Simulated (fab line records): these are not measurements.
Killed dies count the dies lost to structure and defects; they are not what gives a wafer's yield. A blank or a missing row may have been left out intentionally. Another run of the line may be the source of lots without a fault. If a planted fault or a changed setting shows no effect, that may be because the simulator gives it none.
Problem report in the 8D (eight disciplines) form, filled by code	flow nand harc	the parts of the form that need people (team, actions taken, sign-off) are left out

## 1. WHAT IS WRONG
Wafers without a fault read 205, standard deviation 70; raw defect count at NHARC_P_GATE_INSPECT_68 reads a mean of 1369 on 6 wafers belonging to 2 lots. Measured from the usual mean, that is +17 standard deviations.
Seen first at day 9 04:28 on defect inspect-01, wafer L287.2. The record has a number at this step for 39 wafers belonging to 13 lots. Rule for "out" (also "out of limits"): further than 4 standard deviations from the usual mean. All remaining wafers that have a number are taken as sound.

## 2. WHAT IT IS, WHAT IT ISN'T
question	is	is not
which readings at this step	raw defect count	-
which lots	L287, L288	L274, L277, L278, L279, L280, L281, L282, L284, L285, L290, L295
which wafers of those lots	all that have a number	-
read on which gauges	defect inspect-01, defect inspect-02	-
when	from day 9 04:28	up to then (27 sound wafers); but 6 sound wafers of L290, L295 came after

## 3. SUSPECTS, AND WHAT RULES EACH OUT
Counting: a tool stays on the suspect list if, at a process step up to the reading, it processed all lots that are out and no sound lot following the first of them.
- the gauge at NHARC_P_GATE_INSPECT_68 has been ruled out. Those wafers that are out were read across 2 gauges (defect inspect-01, defect inspect-02).
- wet bench-04 at NHARC_P_GATE_PRECLEAN_99 (cleans in SC1): kept. All lots that are out passed through it, beginning with L287 at day 8 21:16, and no sound lot followed; its final sound lot before that point was L285 at day 8 07:52.
- plasma asher-01 at NHARC_P_GATE_STRIP_75 (strips in O2): ruled out as a lasting fault. Sound lots L290, L295 ran on it after its first lot that is out, L287 (day 8 22:44).
Left after counting: wet bench-04 at NHARC_P_GATE_PRECLEAN_99.

## 4. THE CAUSE (what the simulator had put in)
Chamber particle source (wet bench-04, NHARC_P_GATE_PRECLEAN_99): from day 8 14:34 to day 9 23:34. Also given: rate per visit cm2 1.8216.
Only this tool survived the counting.

## 5. SEQUENCE OF EFFECTS, ordered by route
Each row: a reading whose mean over the struck wafers that have a number lies more than 3 standard deviations from the usual. Scope: only readings with a usual standard deviation given in the record; hours: median across lots of the time from each lot's start at the first step in this table that gives one to its start at this step; sigmas: change in usual standard deviations.
hours	step	reading	usual	on struck wafers	change	sigmas
0	NHARC_P_GATE_INSPECT_68	raw defect count	205	1369	+1164	+17
327	NHARC_END_SORT_01	killed at periphery	3.0	83.2	+80.2	+38
327	NHARC_END_SORT_01	killed dies	31	118	+87	+7.2

## 6. WHAT WOULD HAVE CAUGHT IT SOONER
Counted from the fault's start at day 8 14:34, it took 14 hours until the first out-of-limits reading at a measuring or inspecting step in this record, taken at day 9 04:28.
Lots out: 2; of these, L288 started NHARC_P_GATE_PRECLEAN_99 on wet bench-04 after day 9 04:28. A tool hold placed at that time would have kept it from harm.
